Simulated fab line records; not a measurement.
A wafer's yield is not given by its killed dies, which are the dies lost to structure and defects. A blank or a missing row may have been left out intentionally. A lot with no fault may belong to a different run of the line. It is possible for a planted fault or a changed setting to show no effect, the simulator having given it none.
A lot that was struck, set against a sound lot ; flow n5_finfet ; 34 out of 1938 route steps
Sound: the wafers L854.1, L854.3, L854.5. The struck wafers were L841.2, L841.3, L841.5. The cause is named last.
Each step with rows lists, per side, the tool, then ch with its chambers, then its first start. Under that, the readings that differ: sound wafers ; struck wafers ; difference of the means ; sigmas: that difference in standard deviations of wafers without a fault.
alike: a reading whose means differ by less than 2 such deviations, as well as words and numbers matching on both sides. not compared: withheld readings; readings where some wafer has no value; bounds like >300 that might hide an equal value; numbers whose values overlap and for which the record gives no deviation.
A row with sigmas, a row that says differs or no value, or rows on one side alone: a step with any of these is where the two part. Numbers that have no deviation but don't overlap get no sigmas and don't part them. A reading missing from all wafers of one side parts the sides only when that side holds two or more wafers.

first, 10 steps without rows for these wafers: N5_BEOL_M10_HM_STRIP_39 (strips TiN in peroxide tin strip, target depth 25 nm, time 158 s); N5_BEOL_M10_SRD_40 (time 30 s); N5_BEOL_M10_PRECLEAN_42 (cleans in residue remover, time 60 s); N5_BEOL_M10_SRD_43 (time 30 s); N5_BEOL_M10_CURE_72 (cures SiCOH lowk, time 120 s); N5_BEOL_M10_DEGAS_44 (time 60 s); N5_BEOL_M10_PRE_CLEAN_45 (time 30 s); N5_BEOL_M10_ALD_74 (deposits TaN, target thk 2 nm, pulse time 2 s, purge time 3 s); N5_BEOL_M10_SURFACE_TREAT_76; N5_BEOL_M10_CVD_75 (deposits Co from CCTBA/H2, target thk 2 nm, time 138.9 s).
N5_BEOL_M10_SPUTTER_48: material Cu, target thk 12 nm, time 2 s.
  sound: pvd_sputter-03 at day 17 13:05; struck: pvd_sputter-02 at day 13 22:01
  alike: throttle_valve_pct
then, 22 steps without rows for these wafers: N5_BEOL_M10_ECD_50 (material Cu, target thk 318 nm); N5_BEOL_M10_ANNEAL_51 (time 90 s); N5_BEOL_M10_CMP_52 (polishes, stops on SiCOH lowk, t overpolish 7 s, target thk 140 nm); N5_BEOL_M10_PRE_CLEAN_55 (time 15 s); N5_BEOL_M10_DEP_56 (deposits SiCN from 3MS/NH3, target thk 15 nm, time 26.5 s); N5_BEOL_M11_ILD_DEP_00 (deposits SiCOH lowk from DEMS/porogen, target thk 308.51 nm, time 58 s); N5_BEOL_M11_CURE_71 (cures SiCOH lowk, time 240 s); N5_BEOL_M11_PECVD_70 (deposits SiO2 from TEOS/O2, target thk 20 nm, time 22.7 s); N5_BEOL_M11_HM_DEP_02 (deposits TiN, target thk 20 nm); N5_BEOL_M11_COAT_59 (time 60 s, resist thk 100 nm); N5_BEOL_M11_COAT_60 (time 60 s, resist thk 30 nm); N5_BEOL_M11_COAT_05 (resist thk 90 nm); N5_BEOL_M11_EBR_07; N5_BEOL_M11_SOFTBAKE_06 (time 60 s); N5_BEOL_M11_EXPOSE_08 (exposes mask M11); N5_BEOL_M11_PEB_09 (peb time 60 s); N5_BEOL_M11_DEVELOP_10 (develop time 30 s); N5_BEOL_M11_DESCUM_16 (chemistry O2, time 7.9 s); N5_BEOL_M11_ETCH_61 (etches SiARC in CF4, target depth 39 nm, time 65 s); N5_BEOL_M11_ETCH_62 (etches SOC in N2/H2, target depth 110 nm, overetch 22 nm, time 165 s); N5_BEOL_M11_STRIP_68 (strips in N2/H2); N5_BEOL_M11_STRIP_67 (strips in CF4).
N5_PASSIVATION_PROBE_49:
  sound: prober-01 at day 19 11:17; struck: prober-02 at day 15 21:28
reading;sound;struck;difference;sigmas
defect_limited_yield (%);88.6 88.5 91.8;88.4 80.8 83.5;-5.4;-4
killed_at_M4_up;20 18 13;56 122 111;+79;+14
killed_dies;134 136 97;137 226 195;+64;+4
killed_on_rim;15 18 10;28 37 35;+19;+6
sort_bin_5_function (%);7.2 5.8 4.6;5.7 10.8 9.5;+2.8;+3
sort_n_pass;1046 1044 1083;1043 954 985;-64;-4
sort_yield_pct (%);88.6 88.5 91.8;88.4 80.8 83.5;-5.4;-4
  alike: killed_at_M0_to_M3, killed_at_contacts, killed_at_front_end, killed_at_other, killed_open, killed_short, sort_bin_6_memory

## WHERE THEY PART
Only at N5_PASSIVATION_PROBE_49, within this record.

WHY: what the simulator had put in
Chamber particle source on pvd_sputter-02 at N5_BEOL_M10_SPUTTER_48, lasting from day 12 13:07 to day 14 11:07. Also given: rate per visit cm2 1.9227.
